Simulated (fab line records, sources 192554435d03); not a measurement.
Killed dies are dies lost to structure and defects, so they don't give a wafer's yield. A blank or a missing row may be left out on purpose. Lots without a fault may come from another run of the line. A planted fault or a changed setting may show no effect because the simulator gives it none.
Chamber matching | flow n5_finfet | N5_FIN_SAQP_STRIP_55 on rie_diel-06: 4 sister chambers
The step strips in N2/H2. 4 wafers are shown with their chamber, then 7 later ones without.

WAFERS WITH THEIR CHAMBER
wafer  | chamber | showerhead_plenum_p_Torr (Torr)
L080.2 | 0       | 3.59
L082.6 | 1       | 3.29
L089.2 | 2       | 3.56
L089.4 | 3       | 3.44

WAFERS WITHOUT THEIR CHAMBER
wafer  | showerhead_plenum_p_Torr (Torr)
L089.5 | 3.29
L090.2 | 3.56
L090.3 | 3.58
L090.4 | 3.44
L094.1 | 3.28
L094.2 | 3.56
L094.3 | 3.57

WHICH CHAMBER EACH WENT THROUGH
wafer  | from the rows above     | in truth
L089.5 | 1                       | 1
L090.2 | 2                       | 2
L090.3 | can't be placed: 0 or 2 | 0
L090.4 | 3                       | 3
L094.1 | 1                       | 1
L094.2 | 2                       | 2
L094.3 | can't be placed: 2 or 0 | 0
Placed correctly: 5 of 7. Can't be placed from these rows: 2 (the true chamber is among the candidates in 2). Placed wrongly: 0.
How it was worked out, from the rows above alone: a wafer's distance from a chamber is the root of the sum, over the readings, of the square of ((its reading less the chamber's mean) divided by the reading's scatter). The wafer belongs to the nearest chamber; if the next one is less than 2 further off, it can't be placed. A chamber's mean is the mean of its shown wafers. The scatter: with one shown wafer a chamber, the root of the mean of the squares of how far each hidden wafer lies from its nearest shown one.
